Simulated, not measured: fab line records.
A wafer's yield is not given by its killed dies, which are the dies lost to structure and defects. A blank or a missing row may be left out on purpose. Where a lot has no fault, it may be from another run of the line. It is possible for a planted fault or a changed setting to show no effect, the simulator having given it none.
Chamber matching | flow nand-harc | NHARC_A_STAIRCASE_ALD_420 on ald-hk-04: 4 sister chambers
The step deposits SiO2, target thk 20 nm, pulse time 6 s, ald cycles 200. 8 wafers are shown with their chamber, then 11 later ones without.

## WAFERS WITH THEIR CHAMBER
wafer  | chamber | heater-power-w (W) | precursor-pulse-height-rel
L081.4 | 3       | 427                | 0.974
L081.5 | 1       | 432                | 1.025
L081.6 | 0       | 463                | 0.993
L082.1 | 0       | 471                | 1.008
L084.1 | 1       | 439                | 1.000
L084.4 | 3       | 434                | 0.992
L084.5 | 2       | 490                | 1.003
L084.2 | 2       | 488                | 0.984

## WAFERS WHOSE CHAMBER IS MISSING
wafer  | heater-power-w (W) | precursor-pulse-height-rel
L084.3 | 467                | 0.989
L084.6 | 440                | 0.989
L089.1 | 453                | 1.021
L089.5 | 465                | 1.011
L089.6 | 441                | 0.995
L090.1 | 433                | 0.977
L090.2 | 441                | 0.991
L090.5 | 465                | 1.017
L096.2 | 425                | 1.005
L096.4 | 470                | 1.019
L096.6 | 456                | 1.001

## CHAMBER TAKEN BY EACH
wafer  | from the rows above     | in truth
L084.3 | 0                       | 0
L084.6 | can't be placed: 1 or 3 | 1
L089.1 | can't be placed: 0 or 1 | 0
L089.5 | 0                       | 0
L089.6 | can't be placed: 1 or 3 | 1
L090.1 | can't be placed: 3 or 1 | 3
L090.2 | can't be placed: 1 or 3 | 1
L090.5 | 0                       | 0
L096.2 | can't be placed: 3 or 1 | 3
L096.4 | 0                       | 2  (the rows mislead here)
L096.6 | 0                       | 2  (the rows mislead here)
Correctly placed: 3 of 11. From these rows, 6 cannot be placed; in 6 the true chamber is one of the candidates. Wrongly placed: 2.
How it was worked out, from the rows above alone: a wafer's distance from a chamber is the root of the sum, over the readings, of the square of ((its reading less the chamber's mean) divided by the reading's scatter). The wafer belongs to the nearest chamber; if the next one is less than 2 further off, it can't be placed. A chamber's mean is the mean of its shown wafers. The scatter: take each reading less its chamber's mean, square it, sum over the shown wafers, divide by the number of wafers less the number of chambers, and take the root.
